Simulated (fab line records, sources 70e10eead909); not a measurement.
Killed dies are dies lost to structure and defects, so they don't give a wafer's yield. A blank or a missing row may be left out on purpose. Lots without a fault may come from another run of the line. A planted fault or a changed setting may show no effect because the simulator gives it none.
Which tool did it? | flow nand_harc | 13 lots, 39 wafers sampled, at 5 steps of a route of 1302

WHAT THE GAUGES READ, wafer by wafer
NHARC_P_STI_INSPECT_11.
lot  | measured     | on                | raw_defect_count
L815 | day 2 23:22  | defect_inspect-02 | 7 6 5
L818 | day 4 01:02  | defect_inspect-02 | 4 4 2
L819 | day 4 10:51  | defect_inspect-02 | 11 10 6
L820 | day 5 02:34  | defect_inspect-02 | 1 5 7
L826 | day 7 09:03  | defect_inspect-01 | 2 1 6
L831 | day 9 10:59  | defect_inspect-01 | 4 4 4
L832 | day 9 20:41  | defect_inspect-02 | 4 5 8
L833 | day 10 06:37 | defect_inspect-01 | 3 10 12
L834 | day 10 17:08 | defect_inspect-01 | 11 10 4
L837 | day 12 00:28 | defect_inspect-01 | 3 4 4
L838 | day 12 10:21 | defect_inspect-02 | 4 6 8

NHARC_P_STI_OCD_MEAS_17.
lot  | measured     | on     | trench_depth_nm (nm) | trench_foot_cd_nm (nm)
L815 | day 3 00:03  | ocd-02 | 295 298 293          | 162.5 158.2 163.0
L818 | day 4 01:41  | ocd-01 | 301 302 299          | 156.9 159.7 159.8
L819 | day 4 11:31  | ocd-01 | 298 298 297          | 156.2 154.4 157.1
L820 | day 5 03:13  | ocd-01 | 300 298 299          | 161.5 162.4 158.9
L826 | day 7 09:44  | ocd-01 | 301 304 305          | 161.5 159.6 161.2
L831 | day 9 11:40  | ocd-02 | 296 301 295          | 159.1 161.1 160.3
L832 | day 9 21:20  | ocd-01 | 302 300 304          | 162.0 163.0 162.1
L833 | day 10 07:17 | ocd-01 | 305 296 300          | 157.5 157.7 160.2
L834 | day 10 17:50 | ocd-01 | 299 299 299          | 161.8 160.2 159.4
L837 | day 12 01:08 | ocd-02 | 297 300 294          | 159.4 158.1 157.9
L838 | day 12 11:01 | ocd-01 | 296 294 299          | 160.0 159.3 158.5

NHARC_END_SORT_01.
lot  | measured     | on        | killed_at_array | killed_at_other | killed_at_periphery | killed_dies | killed_open | killed_short
L823 | day 28 11:32 | prober-02 | 41 38 42        | 2 0 2           | 634 639 633         | 677 677 677 | 4 3 2       | 1 3 1
L824 | day 28 10:43 | prober-01 | 61 75 56        | 0 1 0           | 616 601 621         | 677 677 677 | 7 0 5       | 2 6 2

WHICH TOOL RAN EACH LOT (tool, then ch and the chambers of the sampled wafers, then the start)
lot  | NHARC_P_ZERO_WELL_STRIP_56          | NHARC_P_GATE_DESCUM_13
L815 | wet_bench-09 ch 1,5,7, day 2 02:44  | rie_diel-04 ch 0,1, day 4 14:22
L818 | wet_bench-05 ch 4,6,7, day 3 08:38  | rie_diel-04 ch 0,2, day 5 13:17
L819 | wet_bench-09 ch 5,6,7, day 3 18:34  | rie_diel-12 ch 0,2,3, day 6 01:14
L820 | wet_bench-07 ch 4,6,7, day 4 06:22  | rie_diel-04 ch 0,1,2, day 6 20:16
L823 | wet_bench-09 ch 1,6,7, day 5 10:22  | -
L824 | wet_bench-09 ch 3,5,6, day 5 20:29  | -
L826 | wet_bench-05 ch 0,2,7, day 6 16:37  | rie_diel-12 ch 0,2,3, day 8 21:42
L831 | wet_bench-07 ch 1,6,7, day 8 18:28  | rie_diel-11 ch 0,1,3, day 11 04:14
L832 | wet_bench-05 ch 1,2,3, day 9 04:34  | rie_diel-11 ch 1,2,3, day 11 10:22
L833 | wet_bench-09 ch 1,2,4, day 9 14:25  | rie_diel-12 ch 1,2,3, day 11 19:03
L834 | wet_bench-05 ch 0,5,6, day 10 00:22 | rie_diel-04 ch 0,2, day 12 04:48
L837 | wet_bench-09 ch 3,4,5, day 11 06:23 | rie_diel-12 ch 0,2,3, day 13 12:40
L838 | wet_bench-09 ch 0,1,6, day 11 16:22 | rie_diel-12 ch 0,2,3, day 14 02:22
- NHARC_P_ZERO_WELL_STRIP_56: strips in SPM, time 840 s.
- NHARC_P_GATE_DESCUM_13: chemistry O2, time 3 s.

WHAT THE TOOLS THEMSELVES READ (means of the sampled wafers that have a number; where no wafer has one, the mark that the record gives instead)
NHARC_P_ZERO_WELL_STRIP_56.
lot  | tool         | bath_guard_temp_C (C) | bath_heat_duty_pct (%)
L815 | wet_bench-09 | 130.1                 | 13.3
L818 | wet_bench-05 | 129.9                 | 16.1
L819 | wet_bench-09 | 130.4                 | 13.6
L820 | wet_bench-07 | 129.9                 | 15.4
L823 | wet_bench-09 | -                     | -
L824 | wet_bench-09 | -                     | -
L826 | wet_bench-05 | 130.1                 | 16.4
L831 | wet_bench-07 | 129.9                 | 16.3
L832 | wet_bench-05 | 129.9                 | 15.2
L833 | wet_bench-09 | 129.7                 | 15.0
L834 | wet_bench-05 | 130.0                 | 15.2
L837 | wet_bench-09 | 130.4                 | 14.3
L838 | wet_bench-09 | 130.3                 | 14.1

NHARC_P_GATE_DESCUM_13.
lot  | tool        | drypump_motor_current_A (A) | oes_product_au (a.u.) | rf_vpp_V (V) | showerhead_plenum_p_Torr (Torr) | throttle_valve_pct (%)
L815 | rie_diel-04 | 5.4                         | 1.015                 | 58.6         | 1.85                            | 11.315
L818 | rie_diel-04 | 5.4                         | 1.014                 | 57.2         | 1.90                            | 11.314
L819 | rie_diel-12 | 5.5                         | 0.995                 | 57.4         | 1.97                            | 11.314
L820 | rie_diel-04 | 5.5                         | 1.010                 | 57.8         | 1.85                            | 11.308
L826 | rie_diel-12 | 5.5                         | 0.992                 | 57.5         | 1.97                            | 11.301
L831 | rie_diel-11 | 5.3                         | 0.998                 | 57.7         | 1.88                            | 11.301
L832 | rie_diel-11 | 5.7                         | 0.989                 | 56.9         | 1.88                            | 11.321
L833 | rie_diel-12 | 5.7                         | 0.992                 | 57.7         | 1.90                            | 11.312
L834 | rie_diel-04 | 5.4                         | 1.000                 | 57.2         | 1.90                            | 11.302
L837 | rie_diel-12 | 5.5                         | 0.997                 | 57.3         | 1.97                            | 11.322
L838 | rie_diel-12 | 5.5                         | 0.994                 | 58.5         | 1.97                            | 11.302

THE ANSWER, worked out from the rows above alone
Rule: what is usual is taken from the lots themselves. Put in order of their means at a reading, lots are off if they are a third of the lots or fewer, leave a main group of 4 or more, and stand apart from it by a gap of 3 or more times the standard deviation of the main group's means; of several such gaps the widest counts. A main group whose means are all the same, to the digits that the tables above print for the reading, isn't used. A lot without any number at a reading at which 4 lots or more have one is off too. The other lots that the step has rows for count as sound. The gauges are gone through in route order, then the tools' own readings, and for those a lot's mean is taken as printed above. The first step at which some lot is off is used, and at that step the reading that is off furthest; a lot without a number counts as furthest.
Off: L823, L824, at NHARC_P_ZERO_WELL_STRIP_56 (bath_guard_temp_C). Without a number there: L823, L824. The main group: mean 130.1 C, standard deviation 0.22.
A tool fits if, at that step or a process step before it, it ran every lot that is off, and no sound lot after the first of them. None of those tried fits.

WHAT THE SIMULATOR HAD PUT IN
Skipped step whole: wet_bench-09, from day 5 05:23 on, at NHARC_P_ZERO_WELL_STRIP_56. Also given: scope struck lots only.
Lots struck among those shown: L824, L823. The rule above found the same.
